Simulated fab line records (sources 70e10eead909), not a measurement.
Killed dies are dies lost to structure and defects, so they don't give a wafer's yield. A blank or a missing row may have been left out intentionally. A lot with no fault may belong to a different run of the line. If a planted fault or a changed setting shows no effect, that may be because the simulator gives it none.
Chamber matching :: flow nandHarc :: 3 sister chambers for NHARC_A_STAIRCASE_DEP_417 on pecvd-04
The step deposits Si3N4, target thk 60 nm. 14 wafers are shown with their chamber, then 7 later ones without.

== WAFERS, EACH WITH ITS CHAMBER ==
wafer: L083.2
chamber: 2
heaterPowerW (W): 742

wafer: L083.4
chamber: 1
heaterPowerW (W): 774

wafer: L083.6
chamber: 0
heaterPowerW (W): 604

wafer: L085.2
chamber: 0
heaterPowerW (W): 670

wafer: L085.3
chamber: 1
heaterPowerW (W): 681

wafer: L085.5
chamber: 2
heaterPowerW (W): 784

wafer: L087.1
chamber: 0
heaterPowerW (W): 685

wafer: L087.3
chamber: 1
heaterPowerW (W): 766

wafer: L087.6
chamber: 2
heaterPowerW (W): 659

wafer: L088.1
chamber: 2
heaterPowerW (W): 639

wafer: L088.2
chamber: 1
heaterPowerW (W): 777

wafer: L088.6
chamber: 0
heaterPowerW (W): 629

wafer: L092.2
chamber: 2
heaterPowerW (W): 633

wafer: L092.3
chamber: 1
heaterPowerW (W): 812

SIGNATURES (means of the wafers above)
reading: heaterPowerW
chamber 0: 647.00
chamber 1: 762.00
chamber 2: 691.40
scatter within a chamber: 53.9
Rule: for each reading, subtract the chamber's mean from the wafer's reading, divide by that reading's scatter and square the result; add these up over the readings and take the root, which gives the wafer's distance from the chamber. The wafer belongs to the nearest chamber; if the next one is less than 2 further off, it can't be placed. The scatter is the square root of a quotient: the sum, over the shown wafers, of each reading's squared deviation from its chamber's mean, divided by wafers minus chambers.

== WAFERS WITHOUT THEIR CHAMBER ==
wafer: L092.6
heaterPowerW (W): 818

wafer: L091.1
heaterPowerW (W): 798

wafer: L091.3
heaterPowerW (W): 646

wafer: L091.6
heaterPowerW (W): 656

wafer: L093.2
heaterPowerW (W): 681

wafer: L093.3
heaterPowerW (W): 700

wafer: L093.6
heaterPowerW (W): 696

== CHAMBER TAKEN BY EACH ==
wafer: L092.6
from the rows above: can't be placed: 1 or 2
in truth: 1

wafer: L091.1
from the rows above: can't be placed: 1 or 2
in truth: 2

wafer: L091.3
from the rows above: can't be placed: 0 or 2
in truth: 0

wafer: L091.6
from the rows above: can't be placed: 0 or 2 or 1
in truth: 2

wafer: L093.2
from the rows above: can't be placed: 2 or 0 or 1
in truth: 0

wafer: L093.3
from the rows above: can't be placed: 2 or 0 or 1
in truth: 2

wafer: L093.6
from the rows above: can't be placed: 2 or 0 or 1
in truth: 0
Placed correctly: 0 of 7. Cannot be placed on the basis of these rows: 7; the candidates contain the true chamber in 7. Wrongly placed: 0.
